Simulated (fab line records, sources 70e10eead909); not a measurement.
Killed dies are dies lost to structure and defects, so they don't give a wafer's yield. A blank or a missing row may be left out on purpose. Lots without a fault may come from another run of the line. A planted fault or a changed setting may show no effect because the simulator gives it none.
Chamber matching | flow nand_harc | NHARC_A_STAIRCASE_DESCUM_11 on rie_diel-02: 4 sister chambers
The step chemistry O2, time 3 s. 4 wafers are shown with their chamber, then 12 later ones without.

WAFERS WITH THEIR CHAMBER
wafer  | chamber | showerhead_plenum_p_Torr (Torr)
L084.5 | 0       | 1.85
L091.1 | 1       | 1.91
L091.5 | 2       | 1.79
L091.6 | 3       | 2.05

WAFERS WITHOUT THEIR CHAMBER
wafer  | showerhead_plenum_p_Torr (Torr)
L092.2 | 1.91
L092.5 | 1.79
L092.6 | 2.05
L095.1 | 2.04
L095.2 | 1.90
L095.4 | 1.79
L095.3 | 1.84
L095.5 | 1.90
L095.6 | 1.79
L094.2 | 1.79
L094.5 | 1.84
L094.6 | 2.04

WHICH CHAMBER EACH WENT THROUGH
wafer  | from the rows above | in truth
L092.2 | 1                   | 1
L092.5 | 2                   | 2
L092.6 | 3                   | 3
L095.1 | 3                   | 3
L095.2 | 1                   | 1
L095.4 | 2                   | 2
L095.3 | 0                   | 0
L095.5 | 1                   | 1
L095.6 | 2                   | 2
L094.2 | 2                   | 2
L094.5 | 0                   | 0
L094.6 | 3                   | 3
Placed correctly: 12 of 12. Can't be placed from these rows: 0. Placed wrongly: 0.
How it was worked out, from the rows above alone: a wafer's distance from a chamber is the root of the sum, over the readings, of the square of ((its reading less the chamber's mean) divided by the reading's scatter). The wafer belongs to the nearest chamber; if the next one is less than 2 further off, it can't be placed. A chamber's mean is the mean of its shown wafers. The scatter: with one shown wafer a chamber, the root of the mean of the squares of how far each hidden wafer lies from its nearest shown one.
